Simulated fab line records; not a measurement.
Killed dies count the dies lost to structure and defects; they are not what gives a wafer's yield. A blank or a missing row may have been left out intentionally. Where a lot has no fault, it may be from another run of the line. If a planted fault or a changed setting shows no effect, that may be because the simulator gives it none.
A lot that was struck, set against a sound lot / flow n5Finfet / 25 out of 1938 route steps
Sound: these wafers, L642.1, L642.2, L642.5. Wafers struck: L634.2, L634.3, L634.6. The cause is given at the end.
For every step that has rows: the tool of each side, followed by ch and its chambers, followed by its first start. Under that, the readings that differ: sound wafers / struck wafers / difference of the means / sigmas: that difference in standard deviations of wafers without a fault.
alike: same words and numbers on both sides, and readings whose means sit less than 2 such deviations apart. not compared: any withheld reading, any reading some wafer has no value for, any bound like >300 that may hide the same value, and any number with overlapping values for which the record gives no deviation.
A row with sigmas, a row that says differs or no value, or rows on one side alone: a step with any of these is where the two part. Numbers that have no deviation but don't overlap get no sigmas and don't part them. A reading that every wafer of one side lacks parts them only if that side has two wafers or more.

first, 9 steps without rows for these wafers: N5_MOL_CONTACT_COAG_EBR_80; N5_MOL_CONTACT_COAG_SOFTBAKE_79 (time 60 s); N5_MOL_CONTACT_COAG_EXPOSE_81 (exposes mask VG, defocus 0 nm); N5_MOL_CONTACT_COAG_PEB_82 (peb time 60 s); N5_MOL_CONTACT_COAG_DEVELOP_83 (develop time 30 s); N5_MOL_CONTACT_COAG_DESCUM_88 (chemistry O2, time 7 s); N5_MOL_CONTACT_COAG_ETCH_89 (etches underlayer in N2/H2, target depth 13 nm, time 10.4 s); N5_MOL_CONTACT_COAG_ETCH_90 (etches SiARC in CF4, target depth 13 nm, time 21.7 s); N5_MOL_CONTACT_COAG_ALD_131 (deposits SiO2, target thk 5 nm, pulse time 1 s, co reactant pulse time 1 s).
N5_MOL_CONTACT_COAG_ETCHBACK_132: etches SiO2 in CHF3, target depth 10 nm, time 6.7 s.
  sound on rieDiel-04 ch 1,2, day 8 17:58; struck on rieDiel-04 ch 0,3, day 6 18:50
  no value came back on the struck wafers for any of 7 readings (CHF3_flow_sccm (sccm), biasW (W) and others); on the sound wafers CHF3_flow_sccm (sccm) reads 49.88 50.24 49.99
reading=model.CAR-EUV_of_MOL_CONTACT_COAG_COAT_78.thkNm (nm); sound=15.4 15.4 15.2; struck=17.2 17 17.2; difference=+1.8; sigmas=
  not compared: rfHoursCounterH
N5_MOL_CONTACT_COAG_ETCH_91: etches SOC in N2/H2, target depth 60 nm, overetch 21 nm, time 101.2 s.
  sound on rieDiel-04 ch 1,2, day 8 17:59; struck on rieDiel-04 ch 0,3, day 6 18:53
reading=oesProductAu (a.u.); sound=0.61 0.70 0.60; struck=0.27 0.27 0.26; difference=-0.37; sigmas=-5
  alike: drypumpMotorCurrentA, rfVppV, showerheadPlenumPTorr, throttleValvePct
  not compared: rfHoursCounterH
then, 6 steps without rows for these wafers: N5_MOL_CONTACT_COAG_STRIP_92 (strips in N2/H2); N5_MOL_CONTACT_COAG_STRIP_93 (strips in N2/H2); N5_MOL_CONTACT_COAG_ETCHBACK_135 (etches SiO2 in CHF3, target depth 25 nm, time 16.7 s); N5_MOL_CONTACT_COAG_STRIP_118 (strips in CHF3); N5_MOL_CONTACT_COAG_VIA_ETCH_46 (etches SiO2 in C4F6/O2, target depth 46 nm, overetch 9.2 nm, time 40 s); N5_MOL_CONTACT_COAG_STRIP_96 (strips in N2/H2).
N5_MOL_CONTACT_COAG_ETCH_47: etches SiNx in CH3F/O2, stops on W, target depth 27 nm.
  sound on rieDiel-04 ch 1,2, day 8 18:13; struck on rieDiel-04 ch 0,3, day 6 19:07
reading=etchRfOnTimeS (s); sound=30.8 30.2 31.3; struck=50.8 50.8 50.8; difference=+20.0; sigmas=+42
reading=oesProductAu (a.u.); sound=0.64 0.77 0.64; struck=0.25 0.27 0.26; difference=-0.42; sigmas=-5
reading=model.etch.overEtchS (s); sound=5.138 5.03 5.209; struck=0 0 0; difference=-5; sigmas=
  alike: drypumpMotorCurrentA, rfVppV, showerheadPlenumPTorr, throttleValvePct
  not compared: rfHoursCounterH
then, 3 steps without rows for these wafers: N5_MOL_CONTACT_COAG_STRIP_119 (strips in N2/H2, time 30 s); N5_MOL_CONTACT_COAG_PRECLEAN_144 (cleans in alkaline clean, time 60 s); N5_MOL_CONTACT_COAG_SRD_145 (time 30 s).
N5_MOL_CONTACT_COAG_CD_MEAS_137: target cd 16 nm.
  sound on cdSem-03 at day 8 18:27; struck on cdSem-03 at day 6 19:20
reading=cdNm (nm); sound=15.7 15.8 15.4; struck=- - -; difference=no value on the struck wafers; sigmas=
then, 1 step without rows for these wafers: N5_MOL_CONTACT_COAG_COAT_62 (time 60 s, resist thk 60 nm).
N5_BEOL_M4_RC_MEAS_101:
  the record has rows for the sound wafers here (prober-01 ch 0, day 11 12:37) and none for the struck ones
-- a jump in the record: the struck wafers' starts before and after are 7 days apart (it breaks off in module BEOL_M4 and resumes in module PASSIVATION, where the first step shown is number 1936 of the route) --
N5_PASSIVATION_PROBE_49:
  only the struck wafers here have rows in the record (prober-02, day 14 06:08); the sound ones have none

## WHERE THEY PART
At N5_MOL_CONTACT_COAG_ETCHBACK_132 first; at N5_PASSIVATION_PROBE_49 last (within this record only).

WHY: what had been put in by the simulator
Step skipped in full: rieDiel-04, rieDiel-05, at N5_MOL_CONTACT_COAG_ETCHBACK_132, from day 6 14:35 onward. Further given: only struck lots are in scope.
